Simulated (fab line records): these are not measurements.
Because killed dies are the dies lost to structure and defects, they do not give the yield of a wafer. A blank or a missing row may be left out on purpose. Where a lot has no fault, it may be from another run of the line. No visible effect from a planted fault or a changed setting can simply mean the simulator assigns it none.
Matching of chambers	flow n5Finfet	rieDiel-06 running N5_BEOL_M5_DESCUM_16: 4 sister chambers
The step chemistry O2, time 7 s. 20 wafers are shown with their chamber, then 10 later ones without.

## WAFERS, EACH WITH ITS CHAMBER
wafer	chamber	drypumpMotorCurrentA (A)	throttleValvePct (%)	showerheadPlenumPTorr (Torr)
L074.1	0	4.9	20.13	2.06
L074.2	1	5.5	20.64	2.18
L074.3	2	5.7	20.81	2.11
L074.4	3	6.3	20.21	2.05
L074.5	2	5.8	20.81	2.11
L074.6	1	5.5	20.64	2.18
L077.1	0	4.9	20.14	2.06
L077.2	2	5.8	20.83	2.10
L077.5	0	4.9	20.13	2.06
L078.1	2	5.8	20.82	2.10
L078.3	1	5.4	20.65	2.17
L078.6	3	6.3	20.19	2.05
L082.1	1	5.5	20.67	2.17
L082.2	2	5.8	20.84	2.10
L082.5	2	5.8	20.83	2.10
L085.2	2	5.7	20.85	2.10
L085.4	1	5.5	20.68	2.17
L085.5	1	5.5	20.66	2.17
L084.4	0	4.9	20.15	2.06
L084.5	3	6.3	20.24	2.04

SIGNATURES, as means of the wafers listed above
reading	chamber 0	chamber 1	chamber 2	chamber 3	scatter within a chamber
drypumpMotorCurrentA	4.900	5.483	5.771	6.300	0.0376
throttleValvePct	20.1375	20.6567	20.8271	20.2133	0.0162
showerheadPlenumPTorr	2.0600	2.1733	2.1029	2.0467	0.00463
Rule: for a wafer and a chamber, the distance is found by dividing, reading by reading, the gap between the wafer's reading and the chamber's mean by the reading's scatter, squaring, summing and taking the root. If the next closest chamber is less than 2 further off than the closest, the wafer can't be placed; otherwise it belongs to the closest. The scatter: take each reading less its chamber's mean, square it, sum over the shown wafers, divide by the number of wafers less the number of chambers, and take the root.

## WAFERS MISSING THEIR CHAMBER
wafer	drypumpMotorCurrentA (A)	throttleValvePct (%)	showerheadPlenumPTorr (Torr)
L084.6	5.8	20.83	2.10
L089.1	5.5	20.67	2.17
L089.5	5.8	20.86	2.10
L089.6	5.5	20.70	2.17
L088.1	5.8	20.87	2.09
L088.3	5.5	20.69	2.17
L088.5	5.5	20.69	2.17
L094.1	5.8	20.88	2.09
L094.4	5.5	20.70	2.16
L094.5	4.9	19.84	2.05

## EACH ONE'S CHAMBER
wafer	from the rows above	in truth
L084.6	2	2
L089.1	1	1
L089.5	2	2
L089.6	1	1
L088.1	2	2
L088.3	1	1
L088.5	1	1
L094.1	2	2
L094.4	1	1
L094.5	0	0
Placed correctly: 10 of 10. From these rows, 0 cannot be placed. 0 placed wrongly.
